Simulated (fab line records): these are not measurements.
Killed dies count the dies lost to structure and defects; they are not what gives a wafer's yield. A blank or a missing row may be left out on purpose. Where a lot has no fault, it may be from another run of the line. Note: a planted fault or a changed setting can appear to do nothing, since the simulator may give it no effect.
A lot that was struck, set against a sound lot | flow nand-harc | 13 steps out of a route of 1302
Sound: the wafers L630.1, L630.3, L630.4. Wafers struck: L623.4, L623.5, L623.6. The cause is given at the end.
Order at every step that has rows: each side's tool, ch and its chambers, its first start. Under that, the readings that differ: sound wafers | struck wafers | difference of the means | sigmas: that difference in standard deviations of wafers without a fault.
alike: a reading whose means differ by less than 2 such deviations, as well as words and numbers matching on both sides. not compared: withheld readings; readings where some wafer has no value; bounds like >300 that might hide an equal value; numbers whose values overlap and for which the record gives no deviation.
The two part at a step that has a row with sigmas, a row that says differs or no value, or rows on one side only. Numbers that don't overlap but have no deviation are shown without sigmas and don't part them. A reading missing from all wafers of one side parts the sides only when that side holds two or more wafers.

NHARC_A_ONON_D2_INSPECT_32:
  struck on defect-inspect-02, day 16 00:58; sound on defect-inspect-02, day 19 02:32
  alike: raw-defect-count
NHARC_A_CHANNEL_HOLE_D2_DEP_00: deposits aC, target thk 3100 nm.
  sound on acl-dep-01 ch 0, day 19 07:06; struck on acl-dep-01 ch 0, day 16 03:23
  alike: susceptor-temp-C, throttle-valve-pct
NHARC_A_CHANNEL_HOLE_D2_DEP_01: deposits SiON, target thk 140 nm.
  sound on pecvd-03 ch 1,2, day 19 09:04; struck on pecvd-02 ch 0,1,2, day 16 04:28
  alike: heater-power-w, susceptor-temp-C
then, 8 steps without rows for these wafers: NHARC_A_CHANNEL_HOLE_D2_DEHYDRATE_02 (time 120 s); NHARC_A_CHANNEL_HOLE_D2_HMDS_03 (time 30 s); NHARC_A_CHANNEL_HOLE_D2_COAT_36 (time 75 s); NHARC_A_CHANNEL_HOLE_D2_COAT_37 (time 65 s); NHARC_A_CHANNEL_HOLE_D2_COAT_04 (resist thk 90 nm); NHARC_A_CHANNEL_HOLE_D2_SOFTBAKE_05 (time 55 s); NHARC_A_CHANNEL_HOLE_D2_EBR_06; NHARC_A_CHANNEL_HOLE_D2_EXPOSE_07 (exposes mask HOLE D2, target cd 100 nm).
NHARC_A_CHANNEL_HOLE_D2_PEB_08: peb time 65 s.
  sound on litho-track-01 ch 0, day 19 09:33; struck on litho-track-06, day 16 05:01
  no value came back on the struck wafers for chill-plate-temp-C (C), exhaust-pa (Pa); on the sound wafers chill-plate-temp-C (C) reads 23.15 23.14 23.17
then, 1 step without rows for these wafers: NHARC_A_CHANNEL_HOLE_D2_DEVELOP_09 (develop time 35 s).

## WHERE THEY PART
NHARC_A_CHANNEL_HOLE_D2_PEB_08 only, going by this record.

WHY: whatever the simulator had introduced
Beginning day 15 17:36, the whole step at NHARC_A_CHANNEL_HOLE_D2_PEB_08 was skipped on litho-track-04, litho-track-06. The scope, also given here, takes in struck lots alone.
